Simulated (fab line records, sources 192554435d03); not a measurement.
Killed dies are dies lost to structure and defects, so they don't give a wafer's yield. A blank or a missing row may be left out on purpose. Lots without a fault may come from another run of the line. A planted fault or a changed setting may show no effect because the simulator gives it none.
Which tool did it? | flow n5_finfet | 24 lots, 72 wafers sampled, at 5 steps of a route of 1938

WHAT THE GAUGES READ, wafer by wafer
N5_MOL_CONTACT_COAG_CD_MEAS_08: target cd 28 nm. Usual: cd_nm 27.89 nm, standard deviation 0.23.
lot  | measured     | on        | cd_nm (nm)        | flag
L074 | day 4 17:26  | cd_sem-02 | 27.71 28.01 27.48 |
L075 | day 4 23:17  | cd_sem-02 | 27.59 27.75 28.21 |
L076 | day 5 05:32  | cd_sem-03 | 27.85 27.79 27.59 |
L077 | day 5 09:19  | cd_sem-01 | 27.65 28.00 28.04 |
L078 | day 5 16:05  | cd_sem-01 | 28.27 27.91 27.91 |
L079 | day 6 01:37  | cd_sem-01 | 27.82 27.71 27.98 |
L080 | day 6 04:33  | cd_sem-01 | 27.79 28.08 27.93 |
L081 | day 6 08:44  | cd_sem-03 | 28.05 27.69 28.16 |
L082 | day 6 13:34  | cd_sem-01 | 28.05 27.65 27.59 |
L083 | day 6 20:10  | cd_sem-03 | 28.18 27.97 28.04 |
L084 | day 7 05:13  | cd_sem-03 | 27.93 28.34 27.91 |
L085 | day 7 12:22  | cd_sem-03 | 28.06 27.58 28.12 |
L086 | day 7 23:48  | cd_sem-02 | 27.86 28.05 27.81 |
L087 | day 8 01:43  | cd_sem-03 | 27.86 27.88 27.66 |
L088 | day 8 06:31  | cd_sem-03 | 28.02 27.49 27.75 |
L089 | day 8 08:32  | cd_sem-02 | 27.92 27.45 27.46 |
L090 | day 8 14:52  | cd_sem-02 | 28.16 27.86 27.97 |
L091 | day 8 20:28  | cd_sem-01 | 27.96 27.86 27.50 |
L092 | day 9 08:56  | cd_sem-03 | 27.71 27.78 27.13 |
L093 | day 9 10:34  | cd_sem-03 | 28.00 28.14 27.92 |
L094 | day 9 16:00  | cd_sem-02 | 27.72 27.99 27.67 |
L095 | day 9 22:55  | cd_sem-03 | 28.05 27.72 28.24 |
L096 | day 10 12:23 | cd_sem-01 | 27.53 28.02 28.27 |
L097 | day 10 12:56 | cd_sem-02 | 28.16 27.58 28.10 |

N5_MOL_CONTACT_COAG_INSPECT_10: inspects for defects (brightfield). Usual: raw_defect_count 66, standard deviation 26.
lot  | measured     | on                | raw_defect_count | flag
L074 | day 4 17:31  | defect_inspect-02 | 68 81 89         |
L075 | day 4 23:22  | defect_inspect-01 | 104 27 48        |
L076 | day 5 05:38  | defect_inspect-01 | 54 75 57         |
L077 | day 5 09:24  | defect_inspect-01 | 78 69 58         |
L078 | day 5 16:11  | defect_inspect-02 | 78 92 121        |
L079 | day 6 01:42  | defect_inspect-02 | 37 46 43         |
L080 | day 6 04:38  | defect_inspect-01 | 43 58 59         |
L081 | day 6 08:49  | defect_inspect-02 | 78 107 65        |
L082 | day 6 13:40  | defect_inspect-01 | 177 106 107      |
L083 | day 6 20:16  | defect_inspect-01 | 62 78 94         |
L084 | day 7 05:19  | defect_inspect-02 | 95 41 48         |
L085 | day 7 12:28  | defect_inspect-01 | 61 79 111        |
L086 | day 7 23:53  | defect_inspect-02 | 90 60 85         |
L087 | day 8 01:48  | defect_inspect-02 | 46 57 62         |
L088 | day 8 06:37  | defect_inspect-02 | 36 53 34         |
L089 | day 8 08:38  | defect_inspect-01 | 54 47 69         |
L090 | day 8 14:57  | defect_inspect-02 | 69 67 57         |
L091 | day 8 20:34  | defect_inspect-02 | 62 60 49         |
L092 | day 9 09:01  | defect_inspect-02 | 23 36 63         |
L093 | day 9 10:40  | defect_inspect-01 | 159 55 116       |
L094 | day 9 16:05  | defect_inspect-01 | 55 53 72         |
L095 | day 9 23:01  | defect_inspect-01 | 41 44 54         |
L096 | day 10 12:29 | defect_inspect-02 | 45 31 48         |
L097 | day 10 13:01 | defect_inspect-02 | 38 75 61         |

N5_MOL_CONTACT_COAG_CD_MEAS_99: target cd 17.2 nm. Usual: cd_nm 17.1 nm, standard deviation 0.41.
lot  | measured     | on        | cd_nm (nm)     | flag
L074 | day 4 17:57  | cd_sem-03 | 16.7 18.3 18.1 |
L075 | day 4 23:48  | cd_sem-01 | 17.9 17.2 17.0 |
L076 | day 5 06:04  | cd_sem-01 | 16.7 17.0 18.0 |
L077 | day 5 09:50  | cd_sem-03 | 17.1 17.1 16.9 |
L078 | day 5 16:37  | cd_sem-03 | 17.6 16.2 17.1 |
L079 | day 6 02:16  | cd_sem-03 | 17.8 17.4 16.5 |
L080 | day 6 05:04  | cd_sem-03 | 17.3 17.6 17.4 |
L081 | day 6 09:16  | cd_sem-02 | 16.8 17.1 16.8 |
L082 | day 6 14:55  | cd_sem-01 | 17.4 17.0 17.1 |
L083 | day 6 21:04  | cd_sem-01 | 17.3 17.2 16.4 |
L084 | day 7 05:44  | cd_sem-02 | 17.4 17.3 17.3 |
L085 | day 7 12:55  | cd_sem-01 | 17.3 17.0 17.8 |
L086 | day 8 00:19  | cd_sem-03 | 16.9 17.4 17.3 |
L087 | day 8 02:30  | cd_sem-02 | 17.2 16.6 17.0 |
L088 | day 8 07:02  | cd_sem-01 | 17.2 17.1 16.8 |
L089 | day 8 09:07  | cd_sem-03 | 17.2 17.1 16.6 |
L090 | day 8 15:23  | cd_sem-01 | 16.9 17.5 17.3 |
L091 | day 8 21:07  | cd_sem-01 | 16.4 16.8 17.1 |
L092 | day 9 09:27  | cd_sem-03 | 17.1 17.5 17.3 |
L093 | day 9 11:05  | cd_sem-02 | 17.4 17.1 17.4 |
L094 | day 9 16:31  | cd_sem-01 | 18.0 16.9 17.6 |
L095 | day 9 23:28  | cd_sem-02 | 17.2 16.9 17.3 |
L096 | day 10 12:55 | cd_sem-01 | 18.0 17.2 17.3 |
L097 | day 10 14:18 | cd_sem-03 | 17.0 17.2 17.1 |

WHICH TOOL RAN EACH LOT (tool, then ch and the chambers of the sampled wafers, then the start)
lot  | N5_GATE_CUT_CMP_43            | N5_MOL_CONTACT_COAG_ETCH_110
L074 | cmp-04 ch 0,1,2, day 4 16:35  | rie_diel-05 ch 0,1, day 4 17:50
L075 | cmp-02 ch 0,1,3, day 4 22:18  | rie_diel-01 ch 0,1,2, day 4 23:41
L076 | cmp-01 ch 1,2, day 5 04:32    | rie_diel-01 ch 0,2,3, day 5 05:56
L077 | cmp-02 ch 0,1,3, day 5 08:23  | rie_diel-02 ch 1,2, day 5 09:43
L078 | cmp-02 ch 0,1, day 5 14:58    | rie_diel-02 ch 1,2,3, day 5 16:30
L079 | cmp-01 ch 0,1,3, day 6 00:37  | rie_diel-01 ch 0,1,3, day 6 02:09
L080 | cmp-01 ch 0,1,3, day 6 03:47  | rie_diel-01 ch 1,2, day 6 04:57
L081 | cmp-01 ch 1,3, day 6 07:41    | rie_diel-02 ch 1,3, day 6 09:08
L082 | cmp-04 ch 0,1, day 6 12:26    | rie_diel-01 ch 1,2, day 6 14:48
L083 | cmp-01 ch 1,2,3, day 6 19:07  | rie_diel-05 ch 0,1,3, day 6 20:57
L084 | cmp-01 ch 0,2,3, day 7 04:05  | rie_diel-02 ch 0,2,3, day 7 05:37
L085 | cmp-02 ch 0,2,3, day 7 11:28  | rie_diel-02 ch 0,1, day 7 12:47
L086 | cmp-01 ch 1,2,3, day 7 23:02  | rie_diel-01 ch 1,2, day 8 00:12
L087 | cmp-01 ch 1,2,3, day 8 00:52  | rie_diel-02 ch 0,2, day 8 02:23
L088 | cmp-04 ch 0,3, day 8 05:35    | rie_diel-02 ch 0,2, day 8 06:55
L089 | cmp-04 ch 0,2,3, day 8 07:32  | rie_diel-01 ch 0,1,3, day 8 09:00
L090 | cmp-04 ch 0,1,3, day 8 13:44  | rie_diel-02 ch 0,1,3, day 8 15:16
L091 | cmp-04 ch 1,2, day 8 19:32    | rie_diel-01 ch 0,1, day 8 20:59
L092 | cmp-01 ch 0,3, day 9 07:51    | rie_diel-01 ch 1,3, day 9 09:20
L093 | cmp-01 ch 0,3, day 9 09:34    | rie_diel-02 ch 0,1,2, day 9 10:58
L094 | cmp-01 ch 1,2,3, day 9 14:52  | rie_diel-05 ch 1,2,3, day 9 16:24
L095 | cmp-04 ch 0,1,2, day 9 21:54  | rie_diel-01 ch 0,1,2, day 9 23:20
L096 | cmp-01 ch 1,2,3, day 10 11:28 | rie_diel-02 ch 0,2, day 10 12:47
L097 | cmp-04 ch 0,1,3, day 10 11:58 | rie_diel-01 ch 0,1, day 10 14:11
- N5_GATE_CUT_CMP_43: polishes SiO2.
- N5_MOL_CONTACT_COAG_ETCH_110: etches Si in CF4/O2, target depth 2.5 nm, time 8 s.

WHAT THE TOOLS THEMSELVES READ (means of the sampled wafers that have a number; where no wafer has one, the mark that the record gives instead)
N5_GATE_CUT_CMP_43. Usual: motor_current_A 12.2 A, standard deviation 1.4.
lot  | tool   | motor_current_A (A) | flag
L074 | cmp-04 | 13.1                |
L075 | cmp-02 | 12.9                |
L076 | cmp-01 | 11.0                |
L077 | cmp-02 | 13.7                |
L078 | cmp-02 | 13.4                |
L079 | cmp-01 | 11.8                |
L080 | cmp-01 | 11.6                |
L081 | cmp-01 | 12.7                |
L082 | cmp-04 | 13.2                |
L083 | cmp-01 | 11.5                |
L084 | cmp-01 | 11.0                |
L085 | cmp-02 | 12.6                |
L086 | cmp-01 | 11.5                |
L087 | cmp-01 | 11.5                |
L088 | cmp-04 | 12.9                |
L089 | cmp-04 | 12.7                |
L090 | cmp-04 | 13.2                |
L091 | cmp-04 | 12.5                |
L092 | cmp-01 | 12.5                |
L093 | cmp-01 | 12.0                |
L094 | cmp-01 | 11.4                |
L095 | cmp-04 | 12.7                |
L096 | cmp-01 | 11.7                |
L097 | cmp-04 | 13.6                |

N5_MOL_CONTACT_COAG_ETCH_110. Usual: O2_flow_sccm 10.00 sccm, standard deviation 0.03; drypump_motor_current_A 5.7 A, standard deviation 0.32; oes_product_au 0.78 a.u., standard deviation 0.08; rf_vpp_V 125 V, standard deviation 3.1; showerhead_plenum_p_Torr 2.21 Torr, standard deviation 0.077; throttle_valve_pct 10.81 %, standard deviation 0.24.
lot  | tool        | O2_flow_sccm (sccm) | drypump_motor_current_A (A) | oes_product_au (a.u.) | rf_vpp_V (V) | showerhead_plenum_p_Torr (Torr) | throttle_valve_pct (%) | flag
L074 | rie_diel-05 | 10.00               | 6.0                         | 0.73                  | 127          | 2.30                            | 10.77                  |
L075 | rie_diel-01 | 10.00               | 6.0                         | 0.71                  | 123          | 2.21                            | 11.03                  |
L076 | rie_diel-01 | 9.99                | 5.8                         | 0.76                  | 123          | 2.19                            | 10.89                  |
L077 | rie_diel-02 | 9.99                | 5.6                         | 0.74                  | 125          | 2.13                            | 10.95                  |
L078 | rie_diel-02 | 10.01               | 5.5                         | 0.77                  | 127          | 2.17                            | 10.91                  |
L079 | rie_diel-01 | 10.01               | 5.7                         | 0.86                  | 123          | 2.25                            | 10.63                  |
L080 | rie_diel-01 | 9.99                | 5.9                         | 0.72                  | 123          | 2.18                            | 10.93                  |
L081 | rie_diel-02 | 10.00               | 5.5                         | 0.74                  | 128          | 2.19                            | 11.07                  |
L082 | rie_diel-01 | 10.02               | 5.9                         | 0.72                  | 124          | 2.18                            | 10.94                  |
L083 | rie_diel-05 | 10.00               | 6.0                         | 0.75                  | 128          | 2.31                            | 10.73                  |
L084 | rie_diel-02 | 9.99                | 5.5                         | 0.77                  | 128          | 2.17                            | 10.86                  |
L085 | rie_diel-02 | 9.98                | 5.8                         | 0.71                  | 125          | 2.11                            | 10.99                  |
L086 | rie_diel-01 | 10.01               | 5.9                         | 0.72                  | 123          | 2.24                            | 10.95                  |
L087 | rie_diel-02 | 10.01               | 5.5                         | 0.77                  | 125          | 2.15                            | 10.73                  |
L088 | rie_diel-02 | 9.99                | 5.5                         | 0.77                  | 127          | 2.15                            | 10.73                  |
L089 | rie_diel-01 | 10.03               | 5.7                         | 0.83                  | 123          | 2.25                            | 10.68                  |
L090 | rie_diel-02 | 10.03               | 5.6                         | 0.81                  | 126          | 2.23                            | 10.82                  |
L091 | rie_diel-01 | 9.98                | 6.0                         | 0.83                  | 124          | 2.23                            | 10.75                  |
L092 | rie_diel-01 | 10.01               | 5.4                         | 0.80                  | 123          | 2.26                            | 10.64                  |
L093 | rie_diel-02 | 9.96                | 5.6                         | 0.81                  | 126          | 2.21                            | 10.70                  |
L094 | rie_diel-05 | 9.99                | 5.7                         | 0.76                  | 126          | 2.25                            | 10.72                  |
L095 | rie_diel-01 | 10.00               | 6.0                         | 0.76                  | 124          | 2.20                            | 10.90                  |
L096 | rie_diel-02 | 9.99                | 5.7                         | 0.73                  | 126          | 2.12                            | 10.89                  |
L097 | rie_diel-01 | 9.99                | 5.9                         | 0.76                  | 124          | 2.26                            | 10.88                  |

THE ANSWER, worked out from the rows above alone
Rule: a lot is off if the mean of its wafers that have a number lies more than 3 standard deviations from the usual mean. A lot without any number at a reading at which 4 lots or more have one is off too. The other lots that the step has rows for count as sound. The gauges are gone through in route order, then the tools' own readings, and for those a lot's mean is taken as printed above. The first step at which some lot is off is used, and at that step the reading that is off furthest; a lot without a number counts as furthest.
No lot is off at any reading shown: from this, nothing can be told.

WHAT THE SIMULATOR HAD PUT IN
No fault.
